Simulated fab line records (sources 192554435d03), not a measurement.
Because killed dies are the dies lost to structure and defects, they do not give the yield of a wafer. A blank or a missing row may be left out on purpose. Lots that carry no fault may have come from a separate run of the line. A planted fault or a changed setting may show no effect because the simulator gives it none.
Which tool is to blame?	flow n5-finfet	27 wafers from 9 lots sampled at 6 of the route's 1938 steps

## WHAT THE GAUGES SHOWED, per wafer
N5_SD_EPI_P_OVL_MEAS_10. Usual: for SD_P_BLK_OVL the level is -0.1 nm and the standard deviation is 0.71.
lot	measured	on	SD_P_BLK_OVL (nm)	flag
L846	day 3 11:52	overlay-01	-0.4 -0.8 -0.9	
L848	day 4 00:04	overlay-02	-1.4 -0.4 -0.7	
L850	day 4 12:11	overlay-02	0.6 0.1 -0.3	
L851	day 4 19:41	overlay-02	-0.5 -0.3 0.4	
L853	day 5 10:04	overlay-01	-0.3 1.4 -0.1	
L854	day 5 17:43	overlay-01	-1.5 -1.4 -1.1	
L859	day 6 18:23	overlay-02	-0.2 0.8 -0.5	
L861	day 7 12:52	overlay-01	-1.8 0.0 -0.5	
L868	day 9 05:53	overlay-01	0.0 0.5 0.1	

N5_SD_ACTIVATION_RS_MEAS_03: the measuring method here is four-point-probe. Usual: RS_SD_N 22.0 ohm/sq, standard deviation 0.31; RS_SD_P 56.5 ohm/sq, standard deviation 0.82.
lot	measured	on	RS_SD_N (ohm/sq)	RS_SD_P (ohm/sq)	flag
L846	day 3 16:09	film-metro-02	22.5 22.1 22.2	56.7 56.3 56.0	
L848	day 4 05:09	film-metro-02	21.7 21.5 21.9	56.2 55.8 56.4	
L850	day 4 17:31	film-metro-02	22.6 22.6 23.0	56.7 57.1 57.3	
L851	day 4 23:56	film-metro-01	21.3 21.7 21.6	56.8 57.0 56.8	
L853	day 5 16:28	film-metro-01	22.1 22.2 22.2	56.9 56.8 57.4	
L854	day 6 00:15	film-metro-01	22.2 22.5 22.3	57.2 56.8 57.6	
L859	day 7 01:10	film-metro-01	28.3 27.9 27.7	58.8 59.1 58.7	OFF
L861	day 7 19:02	film-metro-01	27.5 27.4 27.1	56.9 58.2 58.4	OFF
L868	day 9 10:19	film-metro-01	22.1 21.7 22.2	56.5 56.3 56.0	

N5_ILD0_THK_MEAS_08. Usual: 138.7 nm for thk-nm, sd 0.91.
lot	measured	on	thk-nm (nm)	flag
L846	day 3 19:38	film-metro-02	138.5 138.1 138.1	
L848	day 4 08:37	film-metro-01	138.8 140.0 139.0	
L850	day 4 21:44	film-metro-01	138.1 139.7 139.3	
L851	day 5 04:15	film-metro-02	138.3 138.8 139.2	
L853	day 5 20:08	film-metro-02	138.9 139.7 139.0	
L854	day 6 03:36	film-metro-02	138.2 138.2 139.0	
L859	day 7 04:32	film-metro-02	137.9 137.2 137.6	
L861	day 7 22:23	film-metro-02	137.8 136.7 137.7	
L868	day 9 13:40	film-metro-01	138.9 138.4 138.7	

N5_BEOL_M4_RC_MEAS_101. Usual: DIBL_N 36.3 mV/V, standard deviation 1.2; DIBL_P 36.7 mV/V, standard deviation 1.5; IOFF_N 0.164 nA/um, standard deviation 0.02; IOFF_P 0.214 nA/um, standard deviation 0.024; ION_N 673 uA/um, standard deviation 8.5; ION_P 461 uA/um, standard deviation 5.9; RC_DENSE_N 19.1 ohm.um, standard deviation 0.35; RC_N 15.57 ohm.um, standard deviation 0.27; REXT_N 75.3 ohm.um, standard deviation 1.5; RS_SD_N 28.5 ohm/sq, standard deviation 0.36; SS_N 71.6 mV/dec, standard deviation 0.44; SS_P 73.3 mV/dec, standard deviation 0.55; VT_N 249.4 mV, standard deviation 2.4; VT_P -250.0 mV, standard deviation 2.3.
lot	measured	on	DIBL_N (mV/V)	DIBL_P (mV/V)	IOFF_N (nA/um)	IOFF_P (nA/um)	ION_N (uA/um)	ION_P (uA/um)	RC_DENSE_N (ohm.um)	RC_N (ohm.um)	REXT_N (ohm.um)	RS_SD_N (ohm/sq)	SS_N (mV/dec)	SS_P (mV/dec)	VT_N (mV)	VT_P (mV)	flag
L846	day 8 04:02	prober-02	36.6 36.5 37.0	35.3 34.2 35.8	0.157 0.150 0.172	0.211 0.201 0.227	666 667 672	463 459 464	19.6 18.9 19.2	15.94 15.47 15.58	75.1 73.6 74.2	28.8 28.9 28.6	71.3 72.1 71.7	72.8 73.1 73.0	249.4 252.6 248.8	-248.3 -251.7 -248.0	
L848	day 8 06:36	prober-02	37.0 35.4 34.7	37.7 36.0 35.2	0.187 0.150 0.138	0.214 0.183 0.173	688 673 665	461 456 456	18.2 18.6 19.0	14.95 15.12 15.39	74.1 75.0 75.9	27.8 27.9 28.2	72.5 71.9 71.7	73.3 73.1 72.8	246.9 251.1 250.6	-248.0 -253.8 -253.1	
L850	day 9 13:40	prober-01	37.4 37.9 36.1	37.3 38.3 36.5	0.179 0.193 0.152	0.263 0.274 0.238	691 672 689	480 466 474	18.4 18.9 19.2	15.10 15.45 15.59	75.9 76.8 77.7	29.4 28.9 29.6	71.8 72.1 71.8	73.7 74.0 73.6	247.9 243.3 246.9	-244.0 -242.7 -246.4	
L851	day 9 11:40	prober-01	36.4 33.3 35.5	36.7 33.2 35.5	0.144 0.112 0.134	0.225 0.173 0.205	652 676 669	459 465 464	19.4 20.0 19.3	15.97 16.15 15.67	73.8 73.0 72.8	27.8 28.1 28.2	70.8 70.8 71.2	73.0 71.9 72.8	252.7 254.2 252.9	-248.0 -249.8 -250.0	
L853	day 10 18:01	prober-01	36.1 35.7 37.2	37.7 37.2 39.5	0.172 0.164 0.199	0.219 0.210 0.248	683 677 689	464 464 465	18.8 18.9 19.0	15.51 15.60 15.39	73.1 73.3 73.5	28.9 28.6 28.7	71.6 72.1 72.6	73.4 73.6 75.0	248.2 248.6 244.6	-248.6 -251.2 -247.5	
L854	day 10 16:14	prober-01	36.3 36.8 36.5	37.8 38.2 37.6	0.171 0.169 0.159	0.235 0.243 0.227	689 678 676	472 466 464	19.2 18.8 19.0	15.66 15.56 15.66	75.6 76.1 75.9	28.8 29.0 28.9	71.7 71.7 71.7	73.8 72.6 73.7	245.1 248.6 250.6	-249.2 -249.1 -249.4	
L859	day 11 14:03	prober-01	36.9 36.3 36.4	36.8 36.3 36.3	0.170 0.161 0.156	0.222 0.218 0.223	663 659 667	459 459 466	23.8 24.0 24.1	19.58 19.44 19.69	87.7 87.0 87.8	35.3 34.9 34.9	72.1 71.3 72.5	73.9 73.3 73.4	251.7 248.6 253.6	-249.7 -249.8 -249.6	OFF
L861	day 12 05:11	prober-02	35.7 33.9 34.9	36.7 33.7 34.7	0.155 0.126 0.137	0.231 0.189 0.191	667 658 652	465 462 456	23.0 24.5 23.2	18.89 19.71 18.99	83.1 82.9 81.6	34.3 33.9 34.4	72.0 71.4 71.1	73.3 72.7 72.7	249.6 251.6 250.7	-248.3 -248.7 -251.4	OFF
L868	day 13 19:11	prober-02	36.3 36.1 38.6	38.1 38.3 40.1	0.159 0.160 0.200	0.214 0.214 0.258	680 672 682	465 465 469	18.8 18.9 19.4	15.25 15.62 15.71	74.1 73.4 74.0	28.4 28.1 28.6	71.2 71.2 72.3	73.8 73.3 74.7	251.0 251.5 247.2	-251.5 -250.7 -249.7	

## WHICH TOOL RAN EACH LOT (tool, then ch and the chambers of the sampled wafers, then the start)
lot	N5_SD_EPI_P_SD_RECESS_17	N5_SD_ACTIVATION_LSA_01
L846	rie-si-04 ch 2,3, day 3 12:37	laser-anneal-02 ch 0, day 3 15:57
L848	rie-si-01 ch 0,2, day 4 00:49	laser-anneal-02 ch 0, day 4 04:57
L850	rie-si-05 ch 1,2, day 4 13:11	laser-anneal-02 ch 0, day 4 17:20
L851	rie-si-04 ch 1,2,3, day 4 20:25	laser-anneal-01 ch 0, day 4 23:44
L853	rie-si-05 ch 0,2, day 5 10:49	laser-anneal-01 ch 0, day 5 16:16
L854	rie-si-05 ch 0,2,3, day 5 18:47	laser-anneal-02 ch 0, day 6 00:03
L859	rie-si-04 ch 0,3, day 6 19:41	laser-anneal-02 ch 0, day 7 00:59
L861	rie-si-01 ch 1,2,3, day 7 13:37	laser-anneal-02 ch 0, day 7 18:50
L868	rie-si-05 ch 0,1, day 9 06:38	laser-anneal-01 ch 0, day 9 10:07
- N5_SD_EPI_P_SD_RECESS_17: chemistry HBr/Cl2/O2, target depth 39.1 nm, bt time 3 s.
- N5_SD_ACTIVATION_LSA_01: time 0.0008 s.

## WHAT THE TOOLS THEMSELVES READ (means of the sampled wafers that have a number; where no wafer has one, the mark that the record gives instead)
N5_SD_EPI_P_SD_RECESS_17. Usual: drypump-motor-current-A 5.8 A, standard deviation 0.32; oes-product-au 1.003 a.u., standard deviation 0.019; throttle-valve-pct 37.14 %, standard deviation 0.18.
lot	tool	drypump-motor-current-A (A)	oes-product-au (a.u.)	throttle-valve-pct (%)	flag
L846	rie-si-04	5.5	1.003	37.17	
L848	rie-si-01	5.7	0.976	37.26	
L850	rie-si-05	5.4	1.020	36.93	
L851	rie-si-04	5.8	1.002	37.29	
L853	rie-si-05	5.8	0.996	37.08	
L854	rie-si-05	5.7	0.994	37.01	
L859	rie-si-04	6.0	0.991	37.30	
L861	rie-si-01	5.9	0.983	37.10	
L868	rie-si-05	5.5	1.021	37.03	

N5_SD_ACTIVATION_LSA_01. Usual: 1085.7 for wafer_temp_C_max, sd 1.1.
lot	tool	wafer_temp_C_max	flag
L846	laser-anneal-02	1086.2	
L848	laser-anneal-02	1085.1	
L850	laser-anneal-02	1087.8	
L851	laser-anneal-01	1084.8	
L853	laser-anneal-01	1086.4	
L854	laser-anneal-02	1086.1	
L859	laser-anneal-02	1027.6	OFF
L861	laser-anneal-02	1028.5	OFF
L868	laser-anneal-01	1086.2	

## THE ANSWER, worked out from the rows above alone
Rule: a lot is off if the mean of its wafers that have a number lies more than 3 standard deviations from the usual mean. Also off: a lot with no number at a reading for which 4 or more lots have one. Any other lot the step has rows for is counted as sound. First the gauges in route order, then the tools' own readings, where a lot's mean is used as printed above. At the first step where some lot is off, the reading lying furthest off is the one used; lots without a number count as furthest.
Off: L859, L861, at N5_SD_ACTIVATION_RS_MEAS_03 (RS_SD_N).
If a tool, at a process step before that reading, ran all the lots that are off and no sound lot after the first of them, it fits. The gauges at N5_SD_ACTIVATION_RS_MEAS_03 aren't tried: what is off there is off at N5_BEOL_M4_RC_MEAS_101 too, on other tools, and a gauge's error can't cause that. One fits: N5_SD_ACTIVATION_LSA_01 on laser-anneal-02. A fault onset in the window from L854 (day 6 00:03, its last sound lot) to L859 (day 7 00:59, its first lot off) fits.
The tool's own readings at N5_SD_ACTIVATION_LSA_01 bear it out: on the lots that are off they differ by more than 5 times the standard deviation of the sound lots' means. wafer_temp_C_max reads 1028.0 there against 1086.1 on the sound lots.

## WHAT THE SIMULATOR PUT IN
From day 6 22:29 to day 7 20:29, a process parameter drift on laser-anneal-02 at N5_SD_ACTIVATION_LSA_01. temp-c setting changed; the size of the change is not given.
Lots struck among those shown: L859, L861. The same result came from the rule above.
